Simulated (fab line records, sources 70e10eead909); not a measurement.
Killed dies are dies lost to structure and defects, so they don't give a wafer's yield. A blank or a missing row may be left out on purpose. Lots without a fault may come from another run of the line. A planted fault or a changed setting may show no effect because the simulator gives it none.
Which tool did it? | flow nand_harc | 13 lots, 39 wafers sampled, at 5 steps of a route of 1159

WHAT THE GAUGES READ, wafer by wafer
NHARC_END_SORT_01. Usual: killed_at_array 26, standard deviation 10; killed_at_other 0.5, standard deviation 0.87; killed_at_periphery 3.0, standard deviation 2.5; killed_dies 29, standard deviation 11; killed_open 3.3, standard deviation 1.9; killed_short 1.8, standard deviation 1.5.
lot  | measured     | on        | killed_at_array | killed_at_other | killed_at_periphery | killed_dies | killed_open | killed_short | flag
L654 | day 19 07:11 | prober-02 | 12 11 18        | 0 0 0           | 3 3 1               | 15 14 19    | 3 1 10      | 2 2 2        |
L656 | day 19 20:32 | prober-02 | 7 12 16         | 0 1 0           | 0 3 1               | 7 16 17     | 3 2 8       | 1 3 4        |
L658 | day 20 08:04 | prober-02 | 28 30 35        | 1 0 1           | 2 3 2               | 31 33 38    | 4 2 2       | 0 1 0        |
L662 | day 21 11:19 | prober-02 | 23 27 19        | 0 0 0           | 654 650 658         | 677 677 677 | 1 4 3       | 6 2 1        | OFF
L663 | day 21 11:18 | prober-01 | 22 21 29        | 0 5 0           | 655 651 648         | 677 677 677 | 2 5 3       | 2 1 3        | OFF
L665 | day 22 08:18 | prober-01 | 15 23 23        | 1 0 1           | 661 654 653         | 677 677 677 | 4 3 7       | 1 0 3        | OFF
L670 | day 23 22:07 | prober-01 | 30 30 28        | 0 1 0           | 0 0 2               | 30 31 30    | 3 4 2       | 3 2 2        |
L671 | day 24 05:56 | prober-01 | 32 32 30        | 1 0 1           | 4 4 2               | 37 36 33    | 2 4 6       | 5 2 0        |
L672 | day 23 13:57 | prober-02 | 34 31 25        | 0 0 0           | 4 5 1               | 38 36 26    | 5 9 5       | 0 5 1        |
L673 | day 23 22:06 | prober-02 | 31 26 28        | 1 0 5           | 3 2 4               | 35 28 37    | 4 2 5       | 4 0 2        |
L674 | day 24 06:40 | prober-02 | 9 14 11         | 0 0 0           | 2 3 2               | 11 17 13    | 3 0 3       | 1 5 0        |
L675 | day 24 23:58 | prober-01 | 21 27 18        | 1 1 2           | 6 9 5               | 28 37 25    | 3 4 0       | 3 1 3        |
L677 | day 25 06:12 | prober-01 | 52 36 44        | 0 0 0           | 2 1 3               | 54 37 47    | 1 0 5       | 1 1 3        |

WHICH TOOL RAN EACH LOT (tool, then ch and the chambers of the sampled wafers, then the start)
lot  | NHARC_P_GATE_DESCUM_61             | NHARC_P_GATE_STRIP_76                | NHARC_P_GATE_DEGAS_109       | NHARC_P_CONTACT_CMP_01
L654 | rie_diel-03 ch 0,2,3, day 5 08:26  | plasma_asher-02 ch 0,1, day 5 09:02  | pvd_sputter-02, day 5 12:17  | cmp-01 ch 1,2,3, day 5 14:19
L656 | rie_diel-02 ch 1,2,3, day 5 14:13  | plasma_asher-02 ch 0,1, day 5 14:50  | pvd_sputter-01, day 5 17:46  | cmp-04 ch 0,1,2, day 5 19:39
L658 | rie_diel-02 ch 0,1,3, day 6 09:02  | plasma_asher-01 ch 0, day 6 09:40    | pvd_sputter-03, day 6 12:58  | cmp-01 ch 0,2, day 6 14:42
L662 | rie_diel-02 ch 0,1, day 7 06:07    | plasma_asher-01 ch 0,1, day 7 06:48  | pvd_sputter-03, day 7 09:47  | cmp-02 ch 0,2,3, day 7 11:44
L663 | rie_diel-03 ch 1,2,3, day 7 14:26  | plasma_asher-02 ch 0,1, day 7 15:03  | pvd_sputter-03, day 7 18:07  | cmp-01 ch 0,1,3, day 7 19:55
L665 | rie_diel-03 ch 0,2, day 7 18:41    | plasma_asher-01 ch 0,1, day 7 19:19  | pvd_sputter-03, day 7 22:14  | cmp-02 ch 2,3, day 7 23:58
L670 | rie_diel-02 ch 0,1,3, day 9 07:52  | plasma_asher-02 ch 1, day 9 08:29    | pvd_sputter-02, day 9 19:47  | cmp-04 ch 0,1,2, day 9 21:32
L671 | rie_diel-02 ch 0,2,3, day 9 15:07  | plasma_asher-02 ch 0,1, day 9 15:44  | pvd_sputter-02, day 9 18:41  | cmp-02 ch 1,2,3, day 9 20:44
L672 | rie_diel-02 ch 1,2,3, day 9 19:34  | plasma_asher-02 ch 0,1, day 9 20:11  | pvd_sputter-01, day 9 23:08  | cmp-01 ch 0,1,2, day 10 00:52
L673 | rie_diel-02 ch 2,3, day 9 21:29    | plasma_asher-01 ch 1, day 9 22:19    | pvd_sputter-01, day 10 01:20 | cmp-04 ch 0,1,3, day 10 03:05
L674 | rie_diel-02 ch 0,2,3, day 10 07:08 | plasma_asher-01 ch 0,1, day 10 07:46 | pvd_sputter-03, day 10 10:49 | cmp-04 ch 0,1,3, day 10 12:32
L675 | rie_diel-02 ch 1,2,3, day 10 12:40 | plasma_asher-02 ch 0,1, day 10 13:17 | pvd_sputter-02, day 10 20:45 | cmp-02 ch 0,1, day 10 22:38
L677 | rie_diel-02 ch 0,1,3, day 10 21:16 | plasma_asher-02 ch 0,1, day 10 21:53 | pvd_sputter-02, day 11 00:56 | cmp-04 ch 0,1,3, day 11 03:02
- NHARC_P_GATE_DESCUM_61: chemistry O2, time 3 s.
- NHARC_P_GATE_STRIP_76: strips in O2.
- NHARC_P_GATE_DEGAS_109: time 60 s.
- NHARC_P_CONTACT_CMP_01: polishes SiO2, target thk 200 nm.

WHAT THE TOOLS THEMSELVES READ (means of the sampled wafers that have a number; where no wafer has one, the mark that the record gives instead)
NHARC_P_GATE_DESCUM_61. Usual: drypump_motor_current_A 5.4 A, standard deviation 0.5; oes_product_au 1.001 a.u., standard deviation 0.008; rf_vpp_V 57.8 V, standard deviation 0.86; showerhead_plenum_p_Torr 1.93 Torr, standard deviation 0.061; throttle_valve_pct 11.310 %, standard deviation 0.0096.
lot  | tool        | drypump_motor_current_A (A) | oes_product_au (a.u.) | rf_vpp_V (V) | showerhead_plenum_p_Torr (Torr) | throttle_valve_pct (%) | flag
L654 | rie_diel-03 | 6.0                         | 0.995                 | 58.1         | 1.99                            | 11.306                 |
L656 | rie_diel-02 | 5.4                         | 1.001                 | 57.7         | 1.89                            | 11.310                 |
L658 | rie_diel-02 | 5.3                         | 1.004                 | 58.1         | 1.91                            | 11.315                 |
L662 | rie_diel-02 | 4.9                         | 0.996                 | 57.6         | 1.95                            | 11.305                 |
L663 | rie_diel-03 | 5.8                         | 1.002                 | 58.2         | 1.97                            | 11.317                 |
L665 | rie_diel-03 | 5.6                         | 1.000                 | 58.9         | 2.02                            | 11.307                 |
L670 | rie_diel-02 | 5.2                         | 1.001                 | 57.8         | 1.91                            | 11.312                 |
L671 | rie_diel-02 | 5.2                         | 0.993                 | 59.0         | 1.91                            | 11.316                 |
L672 | rie_diel-02 | 5.5                         | 1.001                 | 57.8         | 1.88                            | 11.307                 |
L673 | rie_diel-02 | 5.5                         | 1.005                 | 57.3         | 1.88                            | 11.315                 |
L674 | rie_diel-02 | 5.3                         | 0.998                 | 57.5         | 1.91                            | 11.304                 |
L675 | rie_diel-02 | 5.5                         | 1.002                 | 57.5         | 1.88                            | 11.306                 |
L677 | rie_diel-02 | 5.2                         | 1.010                 | 57.3         | 1.91                            | 11.312                 |

NHARC_P_GATE_STRIP_76. Usual: drypump_motor_current_A 5.81 A, standard deviation 0.27; heater_power_w 332 W, standard deviation 48.
lot  | tool            | drypump_motor_current_A (A) | heater_power_w (W) | flag
L654 | plasma_asher-02 | 5.83                        | 358                |
L656 | plasma_asher-02 | 5.81                        | 358                |
L658 | plasma_asher-01 | 5.53                        | 389                |
L662 | plasma_asher-01 | 5.96                        | 297                |
L663 | plasma_asher-02 | 5.71                        | 342                |
L665 | plasma_asher-01 | 5.96                        | 295                |
L670 | plasma_asher-02 | 5.61                        | 336                |
L671 | plasma_asher-02 | 5.83                        | 344                |
L672 | plasma_asher-02 | 5.81                        | 341                |
L673 | plasma_asher-01 | 6.18                        | 257                |
L674 | plasma_asher-01 | 5.95                        | 301                |
L675 | plasma_asher-02 | 5.71                        | 338                |
L677 | plasma_asher-02 | 5.70                        | 339                |

NHARC_P_GATE_DEGAS_109. Usual: heater_power_w 480 W, standard deviation 48; susceptor_temp_C 299.99 C, standard deviation 0.19.
lot  | tool           | heater_power_w (W) | susceptor_temp_C (C) | flag
L654 | pvd_sputter-02 | 472                | 299.94               |
L656 | pvd_sputter-01 | 441                | 300.08               |
L658 | pvd_sputter-03 | 493                | 300.04               |
L662 | pvd_sputter-03 | 508                | 300.08               |
L663 | pvd_sputter-03 | 505                | 299.95               |
L665 | pvd_sputter-03 | 458                | 300.04               |
L670 | pvd_sputter-02 | 433                | 299.94               |
L671 | pvd_sputter-02 | 510                | 299.76               |
L672 | pvd_sputter-01 | 430                | 300.12               |
L673 | pvd_sputter-01 | 470                | 299.95               |
L674 | pvd_sputter-03 | 504                | 300.11               |
L675 | pvd_sputter-02 | 453                | 299.79               |
L677 | pvd_sputter-02 | 506                | 300.02               |

NHARC_P_CONTACT_CMP_01. Usual: edge_zone_pressure_frac 0.999, standard deviation 0.005; motor_current_A 11.9 A, standard deviation 1.1; pad_life_wafers 232, standard deviation 170.
lot  | tool   | edge_zone_pressure_frac | motor_current_A (A) | pad_life_wafers | flag
L654 | cmp-01 | 0.996                   | 12.8                | 542             |
L656 | cmp-04 | 0.999                   | 10.3                | 37              |
L658 | cmp-01 | 0.998                   | 11.7                | 151             |
L662 | cmp-02 | -                       | -                   | -               | OFF
L663 | cmp-01 | -                       | -                   | -               | OFF
L665 | cmp-02 | -                       | -                   | -               | OFF
L670 | cmp-04 | 0.996                   | 11.1                | 38              |
L671 | cmp-02 | 1.005                   | 12.5                | 434             |
L672 | cmp-01 | 0.998                   | 12.6                | 13              |
L673 | cmp-04 | 0.998                   | 11.4                | 67              |
L674 | cmp-04 | 0.999                   | 11.2                | 133             |
L675 | cmp-02 | 1.002                   | 12.4                | 37              |
L677 | cmp-04 | 1.004                   | 11.0                | 205             |

THE ANSWER, worked out from the rows above alone
Rule: a lot is off if the mean of its wafers that have a number lies more than 3 standard deviations from the usual mean. A lot without any number at a reading at which 4 lots or more have one is off too. The other lots that the step has rows for count as sound. The gauges are gone through in route order, then the tools' own readings, and for those a lot's mean is taken as printed above. The first step at which some lot is off is used, and at that step the reading that is off furthest; a lot without a number counts as furthest.
Off: L662, L663, L665, at NHARC_END_SORT_01 (killed_at_periphery).
A tool fits if, at a process step before that reading, it ran every lot that is off, and no sound lot after the first of them. The gauges at NHARC_END_SORT_01 aren't tried: what is off there is off at NHARC_P_CONTACT_CMP_01 too, on other tools, and a gauge's error can't cause that. None of those tried fits.

WHAT THE SIMULATOR HAD PUT IN
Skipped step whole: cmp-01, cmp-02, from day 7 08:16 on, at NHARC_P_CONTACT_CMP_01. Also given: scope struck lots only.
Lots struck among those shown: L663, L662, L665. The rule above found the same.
